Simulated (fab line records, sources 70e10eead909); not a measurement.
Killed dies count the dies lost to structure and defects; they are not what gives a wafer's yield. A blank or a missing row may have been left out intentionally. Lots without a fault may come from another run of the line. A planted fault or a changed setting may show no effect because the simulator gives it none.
2 desks, one fault    flow nand_harc    only its own numbers are on each desk; what lay behind them is given at the end

## THE TOOL OWNER'S DESK: plasma_asher-01
The tool's own readings at NHARC_THIN_TSV_STRIP_45 (strips in O2): means of the sampled wafers that have a number, for each lot that ran on this tool. The brackets show how far a lot's mean lies from the usual mean; more than 4 standard deviations puts the lot out of limits, marked OUT.
Columns: A = drypump_motor_current_A at NHARC_THIN_TSV_STRIP_45, usual 5.6 A; B = heater_power_w at NHARC_THIN_TSV_STRIP_45, usual 356 W
lot   first seen here  A    B
L428  day 21 01:51     5.5  370
L427  day 21 04:21     5.3  348
L438  day 23 09:32     5.2  354
L442  day 24 16:28     5.2  351
Finding of this desk: none of the 4 lots has anything out of limits.

## THE METROLOGY DESK
What the gauges read, lot by lot, whatever tool the lot ran on: means of the sampled wafers that have a number. The brackets show how far a lot's mean lies from the usual mean; more than 4 standard deviations puts the lot out of limits, marked OUT.
Columns: A = cd_nm at NHARC_THIN_TSV_CD_MEAS_12, usual 1000.6 nm; B = cd_nm at NHARC_THIN_TSV_CD_MEAS_16, usual 1000.7 nm; C = cd_nm at NHARC_THIN_TSV_CD_MEAS_33, usual 4999.1 nm
lot   first seen here  A       B       C
L428  day 21 00:46     1000.5  1000.1  4997.2
L427  day 21 03:11     1001.1  1000.9  5000.3
L437  day 21 23:31     1001.4  1001.8  4998.7
L438  day 23 07:59     999.9   1000.4  5000.4
L444  day 24 06:53     998.9   998.9   4999.4
L442  day 24 15:23     1000.1  1000.2  4997.9
Finding of this desk: none of the 6 lots has anything out of limits.

## ALL TOGETHER
The tool owner's desk saw nothing out of limits.
The metrology desk saw nothing out of limits.

## WHAT HAD BEEN PUT IN BY THE SIMULATOR
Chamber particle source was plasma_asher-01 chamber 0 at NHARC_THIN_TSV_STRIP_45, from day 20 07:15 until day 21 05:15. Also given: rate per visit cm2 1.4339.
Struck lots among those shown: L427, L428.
